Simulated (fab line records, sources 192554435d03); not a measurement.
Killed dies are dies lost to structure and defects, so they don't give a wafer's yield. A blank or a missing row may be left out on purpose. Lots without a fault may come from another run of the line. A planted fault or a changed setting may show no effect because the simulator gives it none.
Split-lot experiment | flow n5_finfet | 7 lots, 39 wafers read, on a route of 1938 steps

THE SPLIT
At N5_DUMMY_GATE_ETCH_31 (etches SiO2 in C4F6/O2, target depth 82.5 nm, time 27.5 s), the setting target_depth_a was moved away from the recipe's 825 angstrom on 15 of the 39 wafers read, by -5.8% to +13.0%. The other wafers ran this setting at the recipe's value.

The reading is taken at the split's own step.

THE READING
etch.depth_nm (the simulator's own value, which no gauge read), in nm, at N5_DUMMY_GATE_ETCH_31 (etches SiO2 in C4F6/O2, target depth 82.5 nm, time 27.5 s). The file gives no usual value for it. The 24 wafers here that ran the recipe average 81.96 nm, standard deviation 1.7 nm.

wafer  | tool, chamber at the split | target_depth_a as run, angstrom | against the recipe | etch.depth_nm, nm | against lot-mates on the recipe
L074.1 | rie_diel-06, 0             | 825                             | recipe             | 82.26             | -
L074.2 | rie_diel-06, 2             | 931.9                           | +13.0%             | 89.67             | +8.32
L074.3 | rie_diel-06, 3             | 931.9                           | +13.0%             | 93.36             | +12.01
L074.4 | rie_diel-06, 1             | 825                             | recipe             | 79.24             | -
L074.5 | rie_diel-06, 0             | 825                             | recipe             | 82.56             | -
L074.6 | rie_diel-06, 1             | 931.9                           | +13.0%             | 90.01             | +8.66
L078.1 | rie_diel-04, 2             | 825                             | recipe             | 81.69             | -
L078.3 | rie_diel-04, 1             | 825                             | recipe             | 83.77             | -
L078.6 | rie_diel-04, 0             | 825                             | recipe             | 79.74             | -
L079.1 | rie_diel-04, 2             | 795.2                           | -3.6%              | 78.11             | -3.28
L079.2 | rie_diel-04, 1             | 825                             | recipe             | 83.47             | -
L079.3 | rie_diel-04, 0             | 795.2                           | -3.6%              | 77.05             | -4.34
L079.4 | rie_diel-04, 3             | 825                             | recipe             | 81.01             | -
L079.5 | rie_diel-04, 1             | 795.2                           | -3.6%              | 79.09             | -2.30
L079.6 | rie_diel-04, 0             | 825                             | recipe             | 79.69             | -
L081.1 | rie_diel-02, 3             | 825                             | recipe             | 84.87             | -
L081.2 | rie_diel-02, 0             | 825                             | recipe             | 82.65             | -
L081.3 | rie_diel-02, 1             | 825                             | recipe             | 84.21             | -
L081.4 | rie_diel-02, 2             | 825                             | recipe             | 79.23             | -
L081.5 | rie_diel-02, 0             | 825                             | recipe             | 83.05             | -
L081.6 | rie_diel-02, 1             | 825                             | recipe             | 83.92             | -
L085.1 | rie_diel-04, 3             | 825                             | recipe             | 81.12             | -
L085.2 | rie_diel-04, 1             | 825                             | recipe             | 83.37             | -
L085.3 | rie_diel-04, 2             | 900.9                           | +9.2%              | 87.71             | +5.91
L085.4 | rie_diel-04, 0             | 900.9                           | +9.2%              | 87.1              | +5.30
L085.5 | rie_diel-04, 2             | 825                             | recipe             | 80.91             | -
L085.6 | rie_diel-04, 1             | 900.9                           | +9.2%              | 89.42             | +7.62
L090.1 | rie_diel-04, 3             | 777                             | -5.8%              | 76.75             | -4.39
L090.2 | rie_diel-04, 2             | 777                             | -5.8%              | 75.38             | -5.76
L090.3 | rie_diel-04, 0             | 825                             | recipe             | 80.52             | -
L090.4 | rie_diel-04, 1             | 825                             | recipe             | 82.9              | -
L090.5 | rie_diel-04, 2             | 825                             | recipe             | 80                | -
L090.6 | rie_diel-04, 1             | 777                             | -5.8%              | 79.27             | -1.87
L091.1 | rie_diel-02, 2             | 780.6                           | -5.4%              | 76.18             | -6.14
L091.2 | rie_diel-02, 0             | 825                             | recipe             | 82.39             | -
L091.3 | rie_diel-02, 3             | 825                             | recipe             | 84.16             | -
L091.4 | rie_diel-02, 1             | 780.6                           | -5.4%              | 79.8              | -2.52
L091.5 | rie_diel-02, 2             | 825                             | recipe             | 80.41             | -
L091.6 | rie_diel-02, 3             | 780.6                           | -5.4%              | 79.38             | -2.94

THE FIT
A straight line over all 39 wafers: etch.depth_nm changes by +0.718 nm for each +1% of target_depth_a; r = +0.91; the points scatter about the line by 1.7 nm.
The same after taking each lot's own level away (the mean of its wafers on the recipe; 39 wafers): +0.729 nm for each +1%; r = +0.92; scatter 1.6 nm.
On that fit, the largest move of target_depth_a shifts the reading by 9.4 nm.
The lots' own levels span 81.140 to 82.988 nm, that is 1.1 times the standard deviation above.
So the lot-to-lot level changes the slope little: the two slopes agree.
Check: with one of the wafers moved furthest among these (+13.0%) left out of the fit, the line predicts +9.64 nm for it against its lot-mates. It came out at +8.32 nm against them.

THE FILE'S OWN FIT
etch.depth_nm changes by +0.728 nm for each +1% of target_depth_a, r = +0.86.
